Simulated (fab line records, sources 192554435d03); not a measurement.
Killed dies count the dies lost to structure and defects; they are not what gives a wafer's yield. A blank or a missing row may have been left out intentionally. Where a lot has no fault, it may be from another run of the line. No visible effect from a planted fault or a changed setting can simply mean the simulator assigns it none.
Chamber matching + flow n5Finfet + N5_BEOL_M11_ALD_74 on aldMetal-03 has 4 sister chambers
The step deposits TaN, target thk 2 nm, pulse time 2 s, purge time 3 s. 4 wafers are shown with their chamber, then 7 later ones without.

== WAFERS PAIRED WITH THEIR CHAMBERS ==
| wafer  | chamber | heaterPowerW (W) |
|--------|---------|------------------|
| L090.3 | 0       | 462              |
| L090.4 | 3       | 472              |
| L093.1 | 1       | 471              |
| L093.3 | 2       | 456              |

== WAFERS MISSING THEIR CHAMBER ==
| wafer  | heaterPowerW (W) |
|--------|------------------|
| L093.6 | 477              |
| L091.1 | 451              |
| L091.3 | 480              |
| L091.6 | 467              |
| L095.2 | 475              |
| L095.3 | 474              |
| L095.6 | 473              |

== THE CHAMBER EACH PASSED THROUGH ==
| wafer  | from the rows above               | in truth |
|--------|-----------------------------------|----------|
| L093.6 | can't be placed: 3 or 1           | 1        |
| L091.1 | can't be placed: 2 or 0           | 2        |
| L091.3 | can't be placed: 3 or 1           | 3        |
| L091.6 | can't be placed: 1 or 0 or 3 or 2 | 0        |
| L095.2 | can't be placed: 3 or 1           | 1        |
| L095.3 | can't be placed: 3 or 1           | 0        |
| L095.6 | can't be placed: 3 or 1           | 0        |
Placed correctly: 0 of 7. Can't be placed from these rows: 7 (the true chamber is among the candidates in 5). 0 placed wrongly.
How it was worked out, from the rows above alone: a wafer's distance from a chamber is the root of the sum, over the readings, of the square of ((its reading less the chamber's mean) divided by the reading's scatter). The wafer belongs to the nearest chamber; if the next one is less than 2 further off, it can't be placed. The mean given for a chamber averages the wafers shown for that chamber. The scatter (one wafer shown for each chamber): square how far every hidden wafer sits from the nearest shown wafer, average those squares and take the square root.
